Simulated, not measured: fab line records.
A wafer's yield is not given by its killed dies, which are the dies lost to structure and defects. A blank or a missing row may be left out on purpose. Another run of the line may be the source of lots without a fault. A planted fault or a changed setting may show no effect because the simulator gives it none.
Tool commonality check    flow n5_finfet    9 lots and 27 wafers in the sample

## REASON FOR OPENING
N5_BEOL_M0_SAQP_OVL_MEAS_41, reading M0_CUT1_OVL: flagged on 2 of 9 lots. Fault-free wafers read 0.1 nm, with a standard deviation of 0.63.
Rule: a lot is flagged when every wafer of it that has a number lies more than 4 standard deviations from that mean, or none has a number. All remaining lots are regarded as sound.

lot   measured      on          M0_CUT1_OVL (nm), wafer by wafer  flag
L697  day 6 00:04   overlay-01  -0.3 -0.2 -0.5                    
L700  day 7 06:46   overlay-01  0.2 -0.8 -0.3                     
L701  day 7 07:43   overlay-01  -0.1 -0.9 -1.3                    
L702  day 7 07:58   overlay-01  9.5 9.2 9.4                       FLAGGED
L703  day 7 11:35   overlay-01  0.9 -0.3 -0.8                     
L710  day 9 13:40   overlay-01  10.0 9.5 9.4                      FLAGGED
L711  day 9 18:05   overlay-02  0.4 -0.7 -0.4                     
L712  day 9 22:31   overlay-01  0.9 0.1 1.1                       
L715  day 10 16:28  overlay-02  -0.2 -0.5 -0.8                    
On average the flagged lots' numbers are 9.5 nm, which is +9.4 nm against the usual, or +15 standard deviations.

## EACH LOT AND THE TOOL IT RAN ON
3 process steps preceding the reading are held in the record, out of 1938 steps in the route. Each cell gives the tool, then ch followed by the chambers the sampled wafers passed through, then the start.
lot   flag     N5_BEOL_M0_SAQP_MANDREL_ETCH_103  N5_BEOL_M0_SAQP_RECESS_109          N5_BEOL_M0_SAQP_EXPOSE_37
L697           rie_si-01 ch 0,1,2, day 5 22:01   vapor_etch-02 ch 0,1, day 5 22:43   euv_scanner-02 ch 0, day 5 23:55
L700           rie_si-05 ch 0,2,3, day 7 03:44   vapor_etch-01 ch 0,1, day 7 04:25   euv_scanner-02 ch 0, day 7 06:36
L701           rie_si-01 ch 0,2, day 7 05:32     vapor_etch-01 ch 0,1, day 7 06:31   euv_scanner-02 ch 0, day 7 07:34
L702  FLAGGED  rie_si-01 ch 0,2,3, day 7 06:02   vapor_etch-01 ch 0,1, day 7 06:46   euv_scanner-02 ch 0, day 7 07:49
L703           rie_si-05 ch 2,3, day 7 09:28     vapor_etch-01 ch 0,1, day 7 10:10   euv_scanner-01 ch 0, day 7 11:25
L710  FLAGGED  rie_si-05 ch 1,2,3, day 9 10:59   vapor_etch-01 ch 0,1, day 9 11:41   euv_scanner-02 ch 0, day 9 13:31
L711           rie_si-01 ch 1,2,3, day 9 15:53   vapor_etch-01 ch 0, day 9 16:34     euv_scanner-01 ch 0, day 9 17:55
L712           rie_si-01 ch 0,3, day 9 20:25     vapor_etch-01 ch 0,1, day 9 21:10   euv_scanner-01 ch 0, day 9 22:21
L715           rie_si-05 ch 1,3, day 10 12:25    vapor_etch-02 ch 0,1, day 10 13:07  euv_scanner-01 ch 0, day 10 16:19
What is done by these steps:
- N5_BEOL_M0_SAQP_MANDREL_ETCH_103: etches a-Si in HBr/Cl2, stops on SiCN, target depth 45 nm, bt time 10 s, time 27 s.
- N5_BEOL_M0_SAQP_RECESS_109: chemistry HF/NH3, target SiO2, target depth 3 nm, afs cycles 1, sublimation time 60 s.
- N5_BEOL_M0_SAQP_EXPOSE_37: exposes mask M0 CUT1, target cd 30 nm.
- N5_BEOL_M0_SAQP_OVL_MEAS_41

## FLAGGED AGAINST TOTAL, ONE TOOL AT A TIME (gauges that did the reading follow at the end)
step                              tool            lots run  flagged  share of the flagged lots  sound lots run after its first flagged lot
N5_BEOL_M0_SAQP_MANDREL_ETCH_103  rie_si-01       5         1        some                       2 (L711,L712)
N5_BEOL_M0_SAQP_MANDREL_ETCH_103  rie_si-05       4         1        some                       1 (L715)
N5_BEOL_M0_SAQP_RECESS_109        vapor_etch-01   7         2        all                        3 (L703,L711,L712)
N5_BEOL_M0_SAQP_RECESS_109        vapor_etch-02   2         0        none                       -
N5_BEOL_M0_SAQP_EXPOSE_37         euv_scanner-01  4         0        none                       -
N5_BEOL_M0_SAQP_EXPOSE_37         euv_scanner-02  5         2        all                        0
N5_BEOL_M0_SAQP_OVL_MEAS_41       overlay-01      7         2        all                        2 (L703,L712)
N5_BEOL_M0_SAQP_OVL_MEAS_41       overlay-02      2         0        none                       -

## WHAT IS ALLOWED BY THE TABLE
In the table, 3 rows ran each flagged lot (vapor_etch-01 at N5_BEOL_M0_SAQP_RECESS_109; euv_scanner-02 at N5_BEOL_M0_SAQP_EXPOSE_37; overlay-01 at N5_BEOL_M0_SAQP_OVL_MEAS_41).
- vapor_etch-01 at N5_BEOL_M0_SAQP_RECESS_109: 2 of its 7 lots flagged. Sound lots followed the first flagged one (L703, L711, L712) on it, something a lasting fault affecting the whole tool could not allow.
- euv_scanner-02 at N5_BEOL_M0_SAQP_EXPOSE_37: 2 of its 5 lots flagged. It ran its last sound lot, L701, at day 7 07:34 and its first flagged lot, L702, at day 7 07:49: a fault with its onset between the two fits.
- overlay-01 at N5_BEOL_M0_SAQP_OVL_MEAS_41: 2 of its 7 lots flagged. Sound lots followed the first flagged one (L703, L712) on it, something a lasting fault affecting the whole tool could not allow.
euv_scanner-02 at N5_BEOL_M0_SAQP_EXPOSE_37 is the single tool remaining.

## WHAT THE SIMULATOR HAD PUT IN
Scanner matching overlay: euv_scanner-02, from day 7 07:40 on, at N5_BEOL_M0_SAQP_EXPOSE_37. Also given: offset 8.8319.
Struck lots among those shown: L702, L710. The rule above found the same.
